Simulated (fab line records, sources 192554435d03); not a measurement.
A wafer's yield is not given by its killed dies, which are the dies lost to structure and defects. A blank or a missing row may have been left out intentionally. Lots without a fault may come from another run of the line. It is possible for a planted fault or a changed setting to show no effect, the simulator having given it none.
Which tool did it? -- flow n5 finfet -- Sampling: 10 lots, 30 wafers, 2 of 1938 route steps

== WHAT THE GAUGES SHOWED, per wafer ==
N5_PASSIVATION_CD_MEAS_10: the cd target is 3000 nm.
lot,measured,on,cd nm (nm)
L867,day 11 15:07,cd sem-01,2998.8 2999.9 2998.1
L868,day 12 02:23,cd sem-01,2999.5 2998.4 2998.1
L870,day 12 12:03,cd sem-02,3001.4 3000.6 2999.3
L869,day 12 07:22,cd sem-03,2994.9 2997.9 2996.8
L871,day 12 20:25,cd sem-01,2996.0 2995.9 2998.3
L876,day 13 23:49,cd sem-01,3003.2 2995.9 3000.7
L878,day 14 15:16,cd sem-02,3000.2 2997.7 2997.9
L879,day 15 11:10,cd sem-03,2999.7 2999.5 2998.7
L885,day 16 11:31,cd sem-01,2998.7 3004.1 3000.4
L889,day 17 18:23,cd sem-01,2998.6 3001.3 2998.0

== WHAT TOOL EACH LOT RAN ON (gives the tool, then ch and the chambers of the sampled wafers, and finally the start) ==
lot,N5_BEOL_M8_ETCH_72
L867,"rie diel-06 ch 0,1, day 9 08:14"
L868,"rie diel-02 ch 1,2,3, day 9 11:00"
L870,"rie diel-02 ch 1,2,3, day 10 01:14"
L869,"rie diel-02 ch 1,2,3, day 10 03:26"
L871,"rie diel-03 ch 1,2,3, day 10 08:47"
L876,"rie diel-03 ch 0,3, day 11 09:16"
L878,"rie diel-06 ch 1,2, day 12 04:52"
L879,"rie diel-02 ch 1,2,3, day 12 11:58"
L885,"rie diel-06 ch 1,2,3, day 13 22:37"
L889,"rie diel-06 ch 1,2,3, day 14 18:13"
- N5_BEOL_M8_ETCH_72: etches underlayer in N2/H2, target depth 6.5 nm, time 5.2 s.

== THE ANSWER, worked out from the rows above alone ==
Rule: the lots themselves supply what counts as usual. Put in order of their means at a reading, lots are off if they are a third of the lots or fewer, leave a main group of 4 or more, and stand apart from it by a gap of 3 or more times the standard deviation of the main group's means; of several such gaps the widest counts. If all means in a main group match to the digits the tables above print for the reading, that group is not used. Also off: a lot with no number at a reading for which 4 or more lots have one. Where the step has rows for the other lots, those lots are counted as sound.
Across all readings shown, no lot is off: no conclusion can be drawn from this.

== WHAT THE SIMULATOR HAD PUT IN ==
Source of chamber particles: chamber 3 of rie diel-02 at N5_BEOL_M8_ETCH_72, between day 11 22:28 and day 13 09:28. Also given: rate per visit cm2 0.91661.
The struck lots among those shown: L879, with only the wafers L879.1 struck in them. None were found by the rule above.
